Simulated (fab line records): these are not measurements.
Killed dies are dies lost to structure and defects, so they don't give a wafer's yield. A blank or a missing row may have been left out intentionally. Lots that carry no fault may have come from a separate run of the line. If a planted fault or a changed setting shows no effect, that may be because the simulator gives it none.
A single fault, viewed from 2 desks || flow n5Finfet || numbers are kept per desk, each desk with only its own; the story behind them comes last

== METROLOGY DESK ==
Lot by lot, what the gauges showed, no matter which tool ran the lot: averages of those sampled wafers that carry a number. Marked OUT: a lot whose mean sits more than 4 standard deviations from the usual mean, which makes it out of limits; the brackets give that distance. 7 of its 27 readings are shown: the first one out of limits and those lying furthest out on some lot.
Columns: A = trenchDepthNm at N5_BEOL_M14_OCD_MEAS_35, usual 557 nm; B = M14_THK at N5_BEOL_M14_THK_MEAS_50, usual 552 nm; C = M14_RS at N5_BEOL_M14_RS_MEAS_54, usual 0.0331 ohm/sq; D = SERP_M14 at N5_BEOL_M15_RC_MEAS_101, usual 0.161 ohm/um; E = SERP_M14_max_site at N5_BEOL_M15_RC_MEAS_101, usual 0.162 ohm/um; F = SERP_M5 at N5_BEOL_M15_RC_MEAS_101, usual 38.8 ohm/um; G = SERP_M6 at N5_BEOL_M15_RC_MEAS_101, usual 13.7 ohm/um
{"lot": "L587", "first seen here": "day 11 17:27", "A": 566, "B": 567, "C": 0.0326, "D": 0.157, "E": 0.158, "F": 38.9, "G": 13.7}
{"lot": "L588", "first seen here": "day 12 09:21", "A": 557, "B": 554, "C": 0.0331, "D": 0.160, "E": 0.161, "F": 37.1, "G": 13.9}
{"lot": "L593", "first seen here": "day 13 14:58", "A": "487 (-8.1) OUT", "B": "492 (-5.5) OUT", "C": "0.0387 (+11) OUT", "D": "0.188 (+8.0) OUT", "E": "0.188 (+7.9) OUT", "F": 42.0, "G": 14.1}
{"lot": "L598", "first seen here": "day 15 05:15", "A": "493 (-7.4) OUT", "B": "484 (-6.1) OUT", "C": "0.0384 (+10) OUT", "D": "0.185 (+7.4) OUT", "E": "0.189 (+8.0) OUT", "F": 40.1, "G": 14.5}
{"lot": "L603", "first seen here": "day 16 11:40", "A": 566, "B": 561, "C": 0.0326, "D": 0.159, "E": 0.161, "F": 39.4, "G": 13.4}
{"lot": "L606", "first seen here": "day 17 07:26", "A": 551, "B": 555, "C": 0.0334, "D": 0.162, "E": 0.164, "F": 40.8, "G": 13.9}
{"lot": "L607", "first seen here": "day 17 21:19", "A": 566, "B": 558, "C": 0.0326, "D": 0.160, "E": 0.162, "F": 37.3, "G": 13.7}
This desk's verdict: out of limits on L593, L598, starting with L593 at day 13 15:40 (trenchDepthNm at N5_BEOL_M14_OCD_MEAS_35). L587, L588, L603, L606, L607: within limits.

== DESK OF THE TOOL OWNER: rieDiel-04 ==
The tool's own readings at N5_BEOL_M14_TRENCH_ETCH_34 (etches SiO2 in C4F8/O2/Ar, target depth 556.65 nm, time 126.9 s): means of the sampled wafers that have a number, for each lot that ran on this tool. Marked OUT: a lot whose mean sits more than 4 standard deviations from the usual mean, which makes it out of limits; the brackets give that distance.
Columns: A = O2_flow_sccm at N5_BEOL_M14_TRENCH_ETCH_34, usual 12.00 sccm; B = drypumpMotorCurrentA at N5_BEOL_M14_TRENCH_ETCH_34, usual 5.5 A; C = oesProductAu at N5_BEOL_M14_TRENCH_ETCH_34, usual 0.80 a.u.; D = rfVppV at N5_BEOL_M14_TRENCH_ETCH_34, usual 2222 V; E = showerheadPlenumPTorr at N5_BEOL_M14_TRENCH_ETCH_34, usual 3.45 Torr; F = throttleValvePct at N5_BEOL_M14_TRENCH_ETCH_34, usual 30.87 %
{"lot": "L587", "first seen here": "day 11 18:03", "A": 12.01, "B": 5.7, "C": 0.86, "D": 2224, "E": 3.49, "F": 30.57}
{"lot": "L588", "first seen here": "day 12 09:53", "A": 11.99, "B": 5.6, "C": 0.82, "D": 2224, "E": 3.48, "F": 30.44}
{"lot": "L593", "first seen here": "day 13 15:30", "A": 11.95, "B": 5.8, "C": 0.77, "D": 2226, "E": 3.49, "F": 30.57}
{"lot": "L598", "first seen here": "day 15 05:47", "A": 11.99, "B": 5.5, "C": 0.74, "D": 2220, "E": 3.53, "F": 30.73}
This desk found nothing out of limits on any of the 4 lots.

== ALL TOGETHER ==
On L593, L598, the metrology desk was in a position to raise an alarm at day 13 15:40.
Nothing out of limits was seen by the tool owner's desk.
On record at the tool owner's desk: L593, L598, within its limits.
N5_BEOL_M14_TRENCH_ETCH_34 was run on rieDiel-04 by each of the lots named.

== WHAT WAS PUT IN BY THE SIMULATOR ==
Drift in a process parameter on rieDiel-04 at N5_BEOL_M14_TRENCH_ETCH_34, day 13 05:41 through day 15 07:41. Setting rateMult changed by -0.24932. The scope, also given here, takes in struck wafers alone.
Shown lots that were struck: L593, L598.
Time in hours between the start of the fault and the first out-of-limits reading at each desk: metrology desk, 10.
